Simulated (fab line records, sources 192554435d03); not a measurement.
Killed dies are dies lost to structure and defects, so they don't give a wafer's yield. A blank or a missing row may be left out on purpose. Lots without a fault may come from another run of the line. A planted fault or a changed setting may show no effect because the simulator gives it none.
A struck lot beside a sound one | flow n5_finfet | 40 steps out of a route of 1938
Sound: wafers L801.3, L801.4, L801.5. Struck: wafers L794.2, L794.3, L794.4. The cause comes at the end.
At each step with rows: each side's tool, then ch and its chambers, then its first start. Under that, the readings that differ: sound wafers | struck wafers | difference of the means | sigmas: that difference in standard deviations of wafers without a fault.
alike: readings whose means differ by less than 2 such deviations, and words and numbers that are the same on both sides. not compared: withheld readings, readings that some wafer has no value for, bounds like >300 that may hide the same value, and numbers for which the record gives no deviation and whose values overlap.
The two part at a step that has a row with sigmas, a row that says differs or no value, or rows on one side only. Numbers that don't overlap but have no deviation are shown without sigmas and don't part them. A reading that every wafer of one side lacks parts them only if that side has two wafers or more.

first, 12 steps without rows for these wafers: N5_MOL_CONTACT_COAG_PRECLEAN_111 (cleans in NF3:NH3, afs cycles 1, time 20 s, sublimation time 60 s); N5_MOL_CONTACT_COAG_TI_SIL_19 (material Ti, target thk 4.2 nm, time 15 s); N5_MOL_CONTACT_COAG_ALD_20 (deposits TiN, target thk 1.5 nm, pulse time 1 s, purge time 3 s); N5_MOL_CONTACT_COAG_SIL_ANNEAL_21 (time 60 s); N5_MOL_CONTACT_COAG_PRE_CLEAN_141 (time 60 s); N5_MOL_CONTACT_COAG_SPUTTER_143 (material Co, target thk 2.5 nm); N5_MOL_CONTACT_COAG_CO_FILL_22 (material Co, precursor CCTBA/H2, target thk 20 nm); N5_MOL_CONTACT_COAG_ANNEAL_113 (time 300 s); N5_MOL_CONTACT_COAG_PRE_CLEAN_142 (time 60 s); N5_MOL_CONTACT_COAG_SPUTTER_130 (material Co, target thk 47.5 nm); N5_MOL_CONTACT_COAG_PRECLEAN_125 (cleans in DIW, time 57.5 s); N5_MOL_CONTACT_COAG_SRD_126 (dry time 32 s).
N5_MOL_CONTACT_COAG_CMP_23: polishes, stops on SiO2, t overpolish 1.5 s, target thk 0 nm.
  sound on cmp-04 ch 0,3, day 10 19:05; struck on cmp-02 ch 1,2,3, day 9 01:58
  reading                                       | sound             | struck            | difference | sigmas
  head_pressure_psi (psi)                       | 2.005 1.999 1.996 | 1.326 1.325 1.316 | -0.678     | -99 or more
  time_to_endpoint_s (s)                        | 7.9 11.0 7.9      | 15.6 12.3 15.1    | +5.4       | +2
  model.SiNx_of_GATE_CUT_SAC_CAP_01.thk_nm (nm) | 18.4 18.4 18.2    | 19.2 19 19        | +0.7       |
  alike: motor_current_A, overpolish_run_s, platen_rpm
  not compared: pad_life_wafers
then, 3 steps without rows for these wafers: N5_MOL_CONTACT_COAG_WET_ETCH_26 (target Co, target depth 13 nm); N5_MOL_CONTACT_COAG_WET_ETCH_116 (etches the open film in SC1-inhibited, target depth 4.6 nm, rinse time 30 s); N5_MOL_CONTACT_COAG_ALD_27 (deposits SiOC, target thk 17 nm, pulse time 1.5 s, time 2720 s).
N5_MOL_CONTACT_COAG_CMP_28: polishes, stops on SiNx, t overpolish 0.85 s, target thk 14.522 nm.
  sound on cmp-04 ch 0,1,2, day 10 21:33; struck on cmp-02 ch 0,2,3, day 9 04:24
  reading                                       | sound        | struck         | difference | sigmas
  time_to_endpoint_s (s)                        | 0.0 0.1 2.7  | 5.5 5.3 8.1    | +5.4       | +2
  model.SiNx_of_GATE_CUT_SAC_CAP_01.thk_nm (nm) | 18.2 18 17.8 | 18.8 18.6 18.6 | +0.7       |
  alike: head_pressure_psi, motor_current_A, platen_rpm
  not compared: pad_life_wafers
N5_MOL_CONTACT_COAG_THK_MEAS_29:
  sound on film_metro-02, day 10 21:46; struck on film_metro-02, day 9 04:39
  reading         | sound             | struck            | difference | sigmas
  MD_CAP_THK (nm) | 18.10 17.98 17.92 | 18.79 18.61 18.54 | +0.65      | +7
then, 19 steps without rows for these wafers: N5_MOL_CONTACT_COAG_ALD_123 (deposits SiNx, target thk 5 nm, pulse time 1 s, purge time 2 s); N5_MOL_CONTACT_COAG_PECVD_31 (deposits SiO2 from TEOS/O2, target thk 46 nm, time 8.9 s); N5_MOL_CONTACT_COAG_COAT_75 (time 60 s, resist thk 60 nm); N5_MOL_CONTACT_COAG_COAT_76 (time 60 s, resist thk 10 nm); N5_MOL_CONTACT_COAG_COAT_77 (time 60 s, resist thk 10 nm); N5_MOL_CONTACT_COAG_COAT_78 (resist thk 40 nm); N5_MOL_CONTACT_COAG_EBR_80; N5_MOL_CONTACT_COAG_SOFTBAKE_79 (time 60 s); N5_MOL_CONTACT_COAG_EXPOSE_81 (exposes mask VG, defocus 0 nm); N5_MOL_CONTACT_COAG_PEB_82 (peb time 60 s); N5_MOL_CONTACT_COAG_DEVELOP_83 (develop time 30 s); N5_MOL_CONTACT_COAG_DESCUM_88 (chemistry O2, time 7 s); N5_MOL_CONTACT_COAG_ETCH_89 (etches underlayer in N2/H2, target depth 13 nm, time 10.4 s); N5_MOL_CONTACT_COAG_ETCH_90 (etches SiARC in CF4, target depth 13 nm, time 21.7 s); N5_MOL_CONTACT_COAG_ALD_131 (deposits SiO2, target thk 5 nm, pulse time 1 s, co reactant pulse time 1 s); N5_MOL_CONTACT_COAG_ETCHBACK_132 (etches SiO2 in CHF3, target depth 10 nm, time 6.7 s); N5_MOL_CONTACT_COAG_ETCH_91 (etches SOC in N2/H2, target depth 60 nm, overetch 21 nm, time 101.2 s); N5_MOL_CONTACT_COAG_STRIP_92 (strips in N2/H2); N5_MOL_CONTACT_COAG_STRIP_93 (strips in N2/H2).
N5_MOL_CONTACT_COAG_ETCH_47: etches SiNx in CH3F/O2, stops on W, target depth 27 nm.
  sound on rie_diel-05 ch 1,2,3, day 11 00:20; struck on rie_diel-05 ch 0,1,2, day 9 07:16
  reading                                      | sound            | struck            | difference | sigmas
  etch_rf_on_time_s (s)                        | 31.7 31.0 31.2   | 33.1 32.5 32.6    | +1.4       | +4
  model.etch.t_clear_s (s)                     | 26.44 25.85 26   | 27.59 27.07 27.21 | +1.19      |
  model.MOL_CONTACT_COAG.feature_depth_nm (nm) | 18.6 18.6 18.4   | 19.4 19.2 19.2    | +0.7       |
  model.etch.depth_nm (nm)                     | 18.1 18.01 17.88 | 18.76 18.63 18.59 | +0.66      |
  alike: drypump_motor_current_A, oes_o_777_au, oes_product_au, rf_vpp_V, showerhead_plenum_p_Torr, throttle_valve_pct
  not compared: rf_hours_counter_h
-- the record jumps here: 3 days lie between the struck wafers' starts before and after (it left off in module MOL_CONTACT_COAG and takes up again in module BEOL_M4, whose first step shown is number 1111 of the route) --
N5_BEOL_M4_RC_MEAS_101:
  sound on prober-01 ch 0, day 13 18:26; struck on prober-02 ch 0, day 12 05:26
  alike: DIBL_N, DIBL_P, IOFF_N, IOFF_P, ION_N, ION_P, SS_N, SS_P, VT_N, VT_P
-- the record jumps here: 5 days lie between the struck wafers' starts before and after (it left off in module BEOL_M4 and takes up again in module PASSIVATION, whose first step shown is number 1936 of the route) --
N5_PASSIVATION_PROBE_49:
  the record has rows for the struck wafers here (prober-02, day 16 22:26) and none for the sound ones

WHERE THEY PART
First at N5_MOL_CONTACT_COAG_CMP_23; last, within this record, at N5_PASSIVATION_PROBE_49.

WHY: what the simulator had put in
Process parameter drift: cmp-02, from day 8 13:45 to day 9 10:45, at N5_MOL_CONTACT_COAG_CMP_23. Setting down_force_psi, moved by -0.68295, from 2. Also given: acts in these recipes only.
